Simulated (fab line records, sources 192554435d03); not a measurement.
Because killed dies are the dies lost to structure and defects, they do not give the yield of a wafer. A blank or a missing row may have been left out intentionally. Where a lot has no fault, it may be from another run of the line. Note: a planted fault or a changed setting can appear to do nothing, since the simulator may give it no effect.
Lot-split experiment	flow n5 finfet	21 wafers read across 7 lots, on a route 1938 steps long

ABOUT THE SPLIT
At N5_BEOL_M6_ILD_DEP_00 (deposits SiCOH lowk from DEMS/porogen, target thk 179.75 nm, time 33.4 s), the setting time s was moved away from the recipe's 33.4 s on 5 of the 21 wafers read, by -10.2% to +5.8%. All remaining wafers had this setting at the recipe value.

THE PATH FROM SPLIT TO READING: the file shows 1 step between them
- N5_BEOL_M6_CURE_74: cures SiCOH lowk, time 240 s

THE READING
At N5_BEOL_M6_THK_MEAS_01: M6_ILD_THK, given in nm. Typical for fault-free wafers on this fab line: 154.6 nm, with standard deviation 2.9 nm.

wafer	tool, chamber at the split	time s as run, s	against the recipe	M6_ILD_THK, nm	against lot-mates on the recipe
L077.2	pecvd-04, 0	30	-10.2%	140.0	-19.4
L077.3	pecvd-04, 0	33.4	recipe	159.7	-
L077.5	pecvd-04, 0	33.4	recipe	159.2	-
L079.2	pecvd-01, 0	33.4	recipe	152.6	-
L079.4	pecvd-01, 0	33.4	recipe	154.9	-
L079.6	pecvd-01, 2	33.4	recipe	151.7	-
L081.4	pecvd-01, 1	33.4	recipe	157.9	-
L081.5	pecvd-01, 0	33.4	recipe	154.6	-
L081.6	pecvd-01, 2	33.4	recipe	151.7	-
L083.2	pecvd-02, 0	33.4	recipe	152.7	-
L083.3	pecvd-02, 2	33.4	recipe	150.1	-
L083.5	pecvd-02, 2	33.4	recipe	153.8	-
L084.1	pecvd-01, 1,0	33.4	recipe	152.5	-
L084.4	pecvd-01, 1	35.33	+5.8%	165.7	+13.2
L084.6	pecvd-01, 1,0	33.4	recipe	152.5	-
L090.3	pecvd-01, 2	33.4	recipe	148.4	-
L090.4	pecvd-01, 2	33.4	recipe	150.7	-
L090.5	pecvd-01, 0	31.39	-6.0%	145.0	-4.6
L092.1	pecvd-01, 0	33.4	recipe	153.2	-
L092.2	pecvd-01, 1	34.73	+4.0%	161.3	+8.1
L092.4	pecvd-01, 1	34.73	+4.0%	162.7	+9.5
When a row names more than one chamber, that row covers several wafers, and the file does not tell which wafer ran in which chamber.

FIT RESULTS
A straight line over all 21 wafers: M6_ILD_THK changes by +1.6 nm for each +1% of time s; r = +0.87; the points scatter about the line by 3 nm.
The same after taking each lot's own level away (the mean of its wafers on the recipe; 21 wafers): +1.82 nm for each +1%; r = +0.94; scatter 2.1 nm.
On that fit, the largest move of time s shifts the reading by 19 nm.
From 149.55 to 159.45 nm: that is the span of the lots' own levels, equal to 3.4 times the standard deviation above.
In other words, the slope is changed by the lot-to-lot level; the two fits disagree.
Check: -16.3 nm against its lot-mates is what the line predicts for one of the wafers moved furthest among these (-10.2%) when that wafer is left out of the fit. Against them it came out at -19.4 nm.

THE OTHER SPLITS THESE WAFERS WENT THROUGH
Before the reading, these wafers also passed through other splits. Each is held against what the fit with the lots' levels taken away leaves over:
other split on the same wafers	wafers away from the commonest value	r with M6_ILD_THK (lot level and that fit taken away)
N5_BEOL_M5_TRENCH_ETCH_37 time s	8	-0.07

THE WHOLE CHAIN: every reading that the file lists as answering this split, in the file's order
step	what it does	reading	change (the file's fit)	r (the file's)
N5_BEOL_M6_ILD_DEP_00	deposits SiCOH lowk from DEMS/porogen, target thk 179.75 nm, time 33.4 s	SiCOH_lowk_of_BEOL_M6_ILD_DEP_00.thk nm (the simulator's own value, which no gauge read)	+2.06 nm for each +1% of the setting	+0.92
N5_BEOL_M6_CURE_74	cures SiCOH lowk, time 240 s	SiCOH_lowk_of_BEOL_M6_ILD_DEP_00.thk nm (the simulator's own value, which no gauge read)	+1.79 nm for each +1% of the setting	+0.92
N5_BEOL_M6_THK_MEAS_01		M6_ILD_THK	+1.78 for each +1% of the setting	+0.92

FILE'S OWN FIT
M6_ILD_THK changes by +1.78 nm for each +1% of time s, r = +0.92.
